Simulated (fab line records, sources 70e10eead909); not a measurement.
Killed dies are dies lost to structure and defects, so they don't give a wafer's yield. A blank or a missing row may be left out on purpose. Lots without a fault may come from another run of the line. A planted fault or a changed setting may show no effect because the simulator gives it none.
Chamber matching | flow nand_harc | NHARC_A_STAIRCASE_TRIM_12 on rie_diel-07: 4 sister chambers
The step chemistry O2, time 211.2 s. 18 wafers are shown with their chamber, then 9 later ones without.

WAFERS WITH THEIR CHAMBER
wafer  | chamber | showerhead_plenum_p_Torr (Torr) | drypump_motor_current_A (A) | oes_product_au (a.u.)
L074.2 | 1       | 3.51                            | 5.7                         | 1.014
L074.3 | 2       | 3.56                            | 5.9                         | 1.007
L074.4 | 0       | 3.77                            | 5.8                         | 1.014
L077.1 | 0       | 3.77                            | 5.8                         | 1.018
L077.5 | 1       | 3.51                            | 5.6                         | 1.003
L077.6 | 2       | 3.56                            | 5.9                         | 1.010
L078.1 | 2       | 3.56                            | 5.9                         | 1.007
L078.2 | 0       | 3.77                            | 5.9                         | 1.012
L078.4 | 3       | 3.50                            | 5.2                         | 0.995
L081.1 | 3       | 3.50                            | 5.3                         | 0.998
L081.2 | 1       | 3.51                            | 5.7                         | 1.010
L081.6 | 1       | 3.51                            | 5.6                         | 1.012
L083.1 | 1       | 3.50                            | 5.6                         | 1.016
L083.3 | 2       | 3.55                            | 6.0                         | 1.015
L083.6 | 0       | 3.76                            | 5.9                         | 1.003
L087.1 | 1       | 3.49                            | 5.7                         | 0.999
L087.3 | 2       | 3.55                            | 6.0                         | 0.993
L087.4 | 3       | 3.49                            | 5.3                         | 0.988

SIGNATURES (means of the wafers above)
reading                  | chamber 0 | chamber 1 | chamber 2 | chamber 3 | scatter within a chamber
showerhead_plenum_p_Torr | 3.7675    | 3.5050    | 3.5560    | 3.4967    | 0.00661
drypump_motor_current_A  | 5.850     | 5.650     | 5.940     | 5.267     | 0.0558
oes_product_au           | 1.01175   | 1.00900   | 1.00640   | 0.99367   | 0.00687
Rule: a wafer's distance from a chamber is the root of the sum, over the readings, of the square of ((its reading less the chamber's mean) divided by the reading's scatter). The wafer belongs to the nearest chamber; if the next one is less than 2 further off, it can't be placed. The scatter: the root of (the sum of the squares of (reading less its chamber's mean) over the shown wafers, divided by (wafers less chambers)).

WAFERS WITHOUT THEIR CHAMBER
wafer  | showerhead_plenum_p_Torr (Torr) | drypump_motor_current_A (A) | oes_product_au (a.u.)
L091.1 | 3.48                            | 5.3                         | 0.989
L091.3 | 3.49                            | 5.7                         | 1.009
L091.4 | 3.75                            | 5.8                         | 1.010
L094.4 | 3.48                            | 5.3                         | 0.991
L094.5 | 3.75                            | 5.8                         | 1.009
L094.6 | 3.49                            | 5.6                         | 0.999
L097.1 | 3.54                            | 5.9                         | 1.006
L097.2 | 3.47                            | 5.3                         | 0.998
L097.4 | 3.74                            | 5.8                         | 1.009

WHICH CHAMBER EACH WENT THROUGH
wafer  | from the rows above | in truth
L091.1 | 3                   | 3
L091.3 | 1                   | 1
L091.4 | 0                   | 0
L094.4 | 3                   | 3
L094.5 | 0                   | 0
L094.6 | 1                   | 1
L097.1 | 2                   | 2
L097.2 | 3                   | 3
L097.4 | 0                   | 0
Placed correctly: 9 of 9. Can't be placed from these rows: 0. Placed wrongly: 0.
